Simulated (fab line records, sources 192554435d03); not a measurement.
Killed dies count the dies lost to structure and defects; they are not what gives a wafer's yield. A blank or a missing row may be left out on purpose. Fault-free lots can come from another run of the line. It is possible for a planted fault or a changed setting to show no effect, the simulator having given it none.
Which tool is to blame? | flow n5 finfet | 12 lots, 36 wafers sampled, at 1 step of a route of 1938

== WHAT THE GAUGES READ, wafer by wafer ==
N5_MOL_CONTACT_COAG_CD_MEAS_84: target cd 25.1 nm.
lot  | measured     | on        | cd nm (nm)
L075 | day 5 14:45  | cd sem-02 | 25.0 25.1 24.8
L077 | day 5 18:25  | cd sem-02 | 25.4 24.8 24.9
L079 | day 6 06:59  | cd sem-03 | 25.0 25.2 25.1
L081 | day 6 19:52  | cd sem-03 | 24.7 25.4 24.7
L083 | day 7 08:20  | cd sem-02 | 24.4 24.6 25.2
L085 | day 7 18:47  | cd sem-02 | 25.3 25.4 25.7
L087 | day 8 10:44  | cd sem-02 | 25.0 25.2 25.0
L089 | day 8 23:10  | cd sem-01 | 25.7 25.6 25.8
L091 | day 9 10:30  | cd sem-01 | 25.2 25.6 25.0
L093 | day 10 05:09 | cd sem-01 | 25.0 25.1 25.4
L095 | day 10 06:56 | cd sem-03 | 25.1 25.2 25.0
L097 | day 10 23:37 | cd sem-02 | 25.0 24.7 24.8

== TOOL THAT RAN EACH LOT (tool first, then ch and the chambers of the sampled wafers, then the start) ==
No process step before these readings appears in the record.

== THE ANSWER, worked out from the rows above alone ==
Rule: usual is defined by the lots themselves. Put in order of their means at a reading, lots are off if they are a third of the lots or fewer, leave a main group of 4 or more, and stand apart from it by a gap of 3 or more times the standard deviation of the main group's means; of several such gaps the widest counts. Not used: any main group whose means are identical at the precision the tables above print for the reading. Also off: a lot with no number at a reading for which 4 or more lots have one. The other lots that the step has rows for count as sound.
No lot is off at any reading shown: from this, nothing can be told.

== WHAT WAS PUT IN BY THE SIMULATOR ==
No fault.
